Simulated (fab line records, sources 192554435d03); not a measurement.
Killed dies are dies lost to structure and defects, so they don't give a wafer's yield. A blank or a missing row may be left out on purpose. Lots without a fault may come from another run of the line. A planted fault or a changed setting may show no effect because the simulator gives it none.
A struck lot beside a sound one | flow n5_finfet | 16 steps out of a route of 1938
Sound: wafers L559.2, L559.4, L559.6. Struck: wafers L570.4, L570.5, L570.6. The cause comes at the end.
At each step with rows: each side's tool, then ch and its chambers, then its first start. Under that, the readings that differ: sound wafers | struck wafers | difference of the means | sigmas: that difference in standard deviations of wafers without a fault.
alike: readings whose means differ by less than 2 such deviations, and words and numbers that are the same on both sides. not compared: withheld readings, readings that some wafer has no value for, bounds like >300 that may hide the same value, and numbers for which the record gives no deviation and whose values overlap.
The two part at a step that has a row with sigmas, a row that says differs or no value, or rows on one side only. Numbers that don't overlap but have no deviation are shown without sigmas and don't part them. A reading that every wafer of one side lacks parts them only if that side has two wafers or more.

N5_FIN_SAQP_MANDREL_ETCH_58: etches a-Si in HBr/Cl2, stops on SiNx, target depth 45 nm, bt time 10 s, time 27 s.
  sound on rie_si-06 ch 2,3, day 2 06:46; struck on rie_si-06 ch 0,3, day 5 01:35
  alike: drypump_motor_current_A, oes_product_au, throttle_valve_pct
  not compared: rf_hours_counter_h
then, 2 steps without rows for these wafers: N5_FIN_SAQP_RECESS_63 (chemistry HF/NH3, target SiO2, target depth 18 nm, afs cycles 3, sublimation time 60 s); N5_FIN_SAQP_COAT_68 (time 60 s, resist thk 100 nm).
N5_FIN_SAQP_ETCH_69: etches SOC in N2/H2, stops on SiNx, target depth 150 nm.
  sound on rie_diel-01 ch 0,2,3, day 2 07:17; struck on rie_diel-02 ch 0,1,2, day 5 02:16
  alike: drypump_motor_current_A, oes_product_au, rf_vpp_V, showerhead_plenum_p_Torr, throttle_valve_pct
  not compared: rf_hours_counter_h
then, 3 steps without rows for these wafers: N5_FIN_SAQP_ETCH_67 (etches SiNx in CH3F/O2, target depth 30 nm); N5_FIN_SAQP_STRIP_70 (strips in N2/H2); N5_FIN_SAQP_RECESS_71 (chemistry HF/NH3, target SiO2, target depth 3 nm, afs cycles 1, sublimation time 60 s).
N5_FIN_SAQP_SPACER2_ALD_28: deposits SiO2, target thk 8.1 nm, pulse time 1 s, purge time 2 s.
  sound on ald_sin-04 ch 1,2, day 2 07:36; struck on ald_sin-03 ch 1,2, day 5 02:34
  alike: heater_power_w, precursor_pulse_height_rel
N5_FIN_SAQP_SPACER2_ETCHBACK_29: etches SiO2 in CHF3/O2, target depth 12.2 nm, time 6.1 s.
  sound on rie_diel-01 ch 2,3, day 2 07:55; struck on rie_diel-02 ch 0,1,2, day 5 02:57
  alike: drypump_motor_current_A, oes_product_au, rf_vpp_V, showerhead_plenum_p_Torr, throttle_valve_pct
  not compared: rf_hours_counter_h
N5_FIN_SAQP_MANDREL2_REMOVE_60: chemistry HBr/Cl2/O2, target a-Si, stops on SiNx, bt time 10 s.
  sound on rie_si-06 ch 0,1, day 2 08:01; struck on rie_si-04 ch 0,2,3, day 5 03:02
  alike: drypump_motor_current_A, oes_product_au, throttle_valve_pct
  not compared: rf_hours_counter_h
N5_FIN_SAQP_CD_MEAS_31: target cd 8 nm.
  sound on cd_sem-01 ch 0, day 2 08:07; struck on cd_sem-01 ch 0, day 5 03:09
  alike: cd_nm
then, 1 step without rows for these wafers: N5_FIN_SAQP_HM_OPEN_33 (chemistry CH3F/O2, target SiNx, target depth 49.4 nm, time 70.6 s).
N5_FIN_SAQP_ETCH_34: etches SiO2 in C4F6/O2, target depth 45 nm, time 15 s.
  sound on rie_diel-01 ch 0,2, day 2 08:14; struck on rie_diel-01 ch 0,1,3, day 5 03:17
  reading               | sound             | struck            | difference | sigmas
  etch_rf_on_time_s (s) | 14.89 14.95 14.87 | 10.59 10.60 10.55 | -4.32      | -23
  alike: drypump_motor_current_A, oes_product_au, rf_vpp_V, showerhead_plenum_p_Torr, throttle_valve_pct
  not compared: rf_hours_counter_h
then, 1 step without rows for these wafers: N5_FIN_SAQP_STRIP_77 (strips in N2/H2, time 90 s).
-- the record jumps here: 6 days lie between the struck wafers' starts before and after (it left off in module FIN_SAQP and takes up again in module BEOL_M4, whose first step shown is number 1111 of the route) --
N5_BEOL_M4_RC_MEAS_101:
  sound on prober-01 ch 0, day 8 10:46; struck on prober-01 ch 0, day 11 05:40
  alike: DIBL_N, DIBL_P, IOFF_N, IOFF_P, ION_N, ION_P, SS_N, SS_P, VT_N, VT_P
-- the record jumps here: 6 days lie between the struck wafers' starts before and after (it left off in module BEOL_M4 and takes up again in module PASSIVATION, whose first step shown is number 1936 of the route) --
N5_PASSIVATION_PROBE_49:
  the record has rows for the struck wafers here (prober-01, day 17 06:27) and none for the sound ones

WHERE THEY PART
First at N5_FIN_SAQP_ETCH_34; last, within this record, at N5_PASSIVATION_PROBE_49.

WHY: what the simulator had put in
Process parameter drift: rie_diel-01, from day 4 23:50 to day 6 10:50, at N5_FIN_SAQP_ETCH_34. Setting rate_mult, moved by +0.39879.
